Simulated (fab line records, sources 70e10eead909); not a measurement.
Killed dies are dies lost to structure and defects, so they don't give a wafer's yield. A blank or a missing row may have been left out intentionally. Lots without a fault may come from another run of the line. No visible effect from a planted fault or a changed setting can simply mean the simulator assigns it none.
Matching of chambers ; flow nand harc ; 4 sister chambers for NHARC_A_SGD_CUT_ETCHBACK_24 on rie diel-10
The step etches the open film in CH3F/O2, target depth 50 nm, time 92.857 s. 8 wafers are shown with their chamber, then 9 later ones without.

## WAFERS PAIRED WITH THEIR CHAMBERS
wafer;chamber;drypump motor current A (A);rf vpp V (V)
L081.3;2;6.0;247.1
L081.5;1;6.5;243.1
L082.1;1;6.5;242.2
L082.2;3;6.5;244.3
L082.3;2;6.0;245.4
L086.1;0;6.4;245.3
L086.2;3;6.5;245.5
L086.5;0;6.3;243.0

## WAFERS MISSING THEIR CHAMBER
wafer;drypump motor current A (A);rf vpp V (V)
L091.2;6.5;240.4
L091.3;6.4;244.4
L091.4;6.0;243.4
L093.1;6.3;243.6
L093.3;6.0;246.0
L093.4;6.5;245.7
L096.1;6.0;245.1
L096.2;6.6;244.8
L096.5;6.4;244.4

## WHICH CHAMBER EACH ONE RAN IN
wafer;from the rows above;in truth
L091.2;can't be placed: 1 or 3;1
L091.3;can't be placed: 0 or 3 or 1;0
L091.4;2;2
L093.1;0;0
L093.3;2;2
L093.4;can't be placed: 3 or 1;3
L096.1;2;2
L096.2;can't be placed: 3 or 1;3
L096.5;can't be placed: 0 or 3 or 1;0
Placed correctly: 4 of 9. Can't be placed from these rows: 5 (the true chamber is among the candidates in 5). Placed wrongly: 0.
How it was worked out, from the rows above alone: a wafer's distance from a chamber is the root of the sum, over the readings, of the square of ((its reading less the chamber's mean) divided by the reading's scatter). The wafer belongs to the nearest chamber; if the next one is less than 2 further off, it can't be placed. For every chamber, the mean is computed from those of its wafers that are shown. The scatter: the root of (the sum of the squares of (reading less its chamber's mean) over the shown wafers, divided by (wafers less chambers)).
